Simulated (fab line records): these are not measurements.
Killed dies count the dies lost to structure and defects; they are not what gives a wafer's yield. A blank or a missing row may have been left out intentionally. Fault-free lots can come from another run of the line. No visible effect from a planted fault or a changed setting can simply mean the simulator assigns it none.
Comparing a struck lot with a sound one / flow n5Finfet / 40 steps out of a route of 1938
Sound: the wafers L181.3, L181.4, L181.5. Struck: wafer L175.3; the same lot's L175.6 was not struck, so it is left out; see the end for the cause.
Each step with rows lists, per side, the tool, then ch with its chambers, then its first start. Under that, the readings that differ: sound wafers / struck wafers / difference of the means / sigmas: that difference in standard deviations of wafers without a fault.
alike: readings with means less than 2 such deviations apart, plus words and numbers identical on both sides. not compared: withheld readings, readings lacking a value on some wafer, bounds such as >300 that could conceal the same value, and numbers that have no deviation in the record and whose values overlap.
Wherever a step has rows on one side only, a row that says differs or no value, or a row with sigmas, the two part there. Non-overlapping numbers with no deviation appear without sigmas and do not part them. Lack of a reading on every wafer of one side parts them only where that side has two or more wafers.

first, 11 steps without rows for these wafers: N5_BEOL_M0_SAQP_SPACER1_ETCHBACK_99 (etches SiO2 in CHF3/O2, target depth 15.4 nm, time 7.7 s); N5_BEOL_M0_SAQP_MANDREL1_REMOVE_100 (chemistry HBr/Cl2/O2, target a-Si, stops on SiNx, bt time 10 s); N5_BEOL_M0_SAQP_ETCH_101 (etches SiNx in CH3F/O2, target depth 29.9 nm, time 42.7 s); N5_BEOL_M0_SAQP_ETCH_102 (etches SiO2 in CF4, target depth 4 nm, time 4.4 s); N5_BEOL_M0_SAQP_MANDREL_ETCH_103 (etches a-Si in HBr/Cl2, stops on SiCN, target depth 45 nm, bt time 10 s, time 27 s); N5_BEOL_M0_SAQP_RECESS_104 (chemistry HF/NH3, target SiO2, target depth 18 nm, afs cycles 3, sublimation time 60 s); N5_BEOL_M0_SAQP_COAT_105 (time 60 s, resist thk 100 nm); N5_BEOL_M0_SAQP_ETCH_106 (etches SOC in N2/H2, stops on SiNx, target depth 150 nm); N5_BEOL_M0_SAQP_ETCH_107 (etches SiNx in CH3F/O2, target depth 30 nm); N5_BEOL_M0_SAQP_STRIP_108 (strips in N2/H2); N5_BEOL_M0_SAQP_RECESS_109 (chemistry HF/NH3, target SiO2, target depth 3 nm, afs cycles 1, sublimation time 60 s).
N5_BEOL_M0_SAQP_SPACER2_ALD_26: deposits SiO2, target thk 15 nm, pulse time 1 s, purge time 2 s.
  sound on aldSin-04 ch 1,2,3, day 11 19:08; struck on aldSin-03 ch 3, day 10 03:43
reading=heaterPowerW (W); sound=398 447 420; struck=517; difference=+95; sigmas=+3
reading=model.SiO2_of_BEOL_M0_SAQP_SPACER2_ALD_26.thkNm (nm); sound=15 15 15; struck=6.2; difference=-8.8; sigmas=
  alike: precursorPulseHeightRel, susceptorTempC
then, 1 step without rows for these wafers: N5_BEOL_M0_SAQP_SPACER2_ETCHBACK_27 (etches SiO2 in CHF3/O2, target depth 22.5 nm, time 11.25 s).
N5_BEOL_M0_SAQP_MANDREL2_REMOVE_110: chemistry HBr/Cl2/O2, target a-Si, stops on SiCN, bt time 10 s.
  sound on rieSi-04 ch 1,2,3, day 11 19:55; struck on rieSi-02 ch 0, day 10 04:30
reading=model.BEOL_M0_SAQP.cdNm (nm); sound=15 15 14.8; struck=6.4; difference=-8.5; sigmas=
reading=model.SiO2_of_BEOL_M0_SAQP_SPACER2_ALD_26.thkNm (nm); sound=10.6 10.6 10.6; struck=2.8; difference=-7.8; sigmas=
  alike: drypumpMotorCurrentA, heBacksideLeakSccm, oes_o_777_au, oesProductAu, throttleValvePct
  not compared: rfHoursCounterH
N5_BEOL_M0_SAQP_CD_MEAS_29 targets a cd of 14.4 nm.
  sound on cdSem-01 ch 0, day 11 20:01; struck on cdSem-03 ch 0, day 10 04:37
reading=cdNm (nm); sound=14.83 15.17 15.36; struck=6.52; difference=-8.60; sigmas=-41
then, 23 steps without rows for these wafers: N5_BEOL_M0_SAQP_COAT_69 (time 60 s, resist thk 90 nm); N5_BEOL_M0_SAQP_COAT_72 (time 60 s, resist thk 15 nm); N5_BEOL_M0_SAQP_COAT_87 (time 60 s, resist thk 5 nm); N5_BEOL_M0_SAQP_COAT_34 (resist thk 30 nm); N5_BEOL_M0_SAQP_EBR_36; N5_BEOL_M0_SAQP_SOFTBAKE_35 (time 60 s); N5_BEOL_M0_SAQP_EXPOSE_37 (exposes mask M0 CUT1, target cd 30 nm); N5_BEOL_M0_SAQP_PEB_38 (peb time 60 s); N5_BEOL_M0_SAQP_DEVELOP_39 (develop time 30 s); N5_BEOL_M0_SAQP_DESCUM_45 (chemistry O2, time 7 s); N5_BEOL_M0_SAQP_ETCH_88 (etches underlayer in N2/H2, target depth 6.5 nm, time 5.2 s); N5_BEOL_M0_SAQP_ETCH_73 (etches SiARC in CF4, target depth 19.5 nm, time 32.5 s); N5_BEOL_M0_SAQP_CUT_ETCH_46 (etches SOC in N2/H2, target depth 135 nm, overetch 27 nm, time 202.5 s); N5_BEOL_M0_SAQP_STRIP_74 (strips in N2/H2); N5_BEOL_M0_SAQP_STRIP_89 (strips in N2/H2); N5_BEOL_M0_SAQP_ALD_48 (deposits SiO2, target thk 20 nm, pulse time 1 s, co reactant pulse time 1 s); N5_BEOL_M0_SAQP_ETCH_49 (etches SiO2 in CF4/O2, target depth 37 nm); N5_BEOL_M0_SAQP_STRIP_75 (strips in CF4); N5_BEOL_M0_CUTY_COAT_50 (time 60 s, resist thk 15 nm); N5_BEOL_M0_CUTY_COAT_51 (resist thk 150 nm); N5_BEOL_M0_CUTY_EBR_52; N5_BEOL_M0_CUTY_SOFTBAKE_53 (time 60 s); N5_BEOL_M0_CUTY_EXPOSE_54 (exposes mask M0 ABLK).
N5_BEOL_M4_RC_MEAS_101:
  the record has rows for the sound wafers here (prober-02 ch 0, day 16 00:58) and none for the struck ones
-- record jumps: 8 days separate the struck wafers' starts on either side; left off in module BEOL_M4, taken up again in module PASSIVATION, whose first shown step is the route's number 1936 --
N5_PASSIVATION_PROBE_49:
  record: rows for the struck wafers here (prober-01, day 18 01:02), none for the sound ones

== WHERE THEY PART ==
First at N5_BEOL_M0_SAQP_SPACER2_ALD_26; last, within this record, at N5_PASSIVATION_PROBE_49.

WHY: the cause the simulator had injected
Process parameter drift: aldSin-03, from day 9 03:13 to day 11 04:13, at N5_BEOL_M0_SAQP_SPACER2_ALD_26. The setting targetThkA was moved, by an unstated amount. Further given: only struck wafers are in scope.
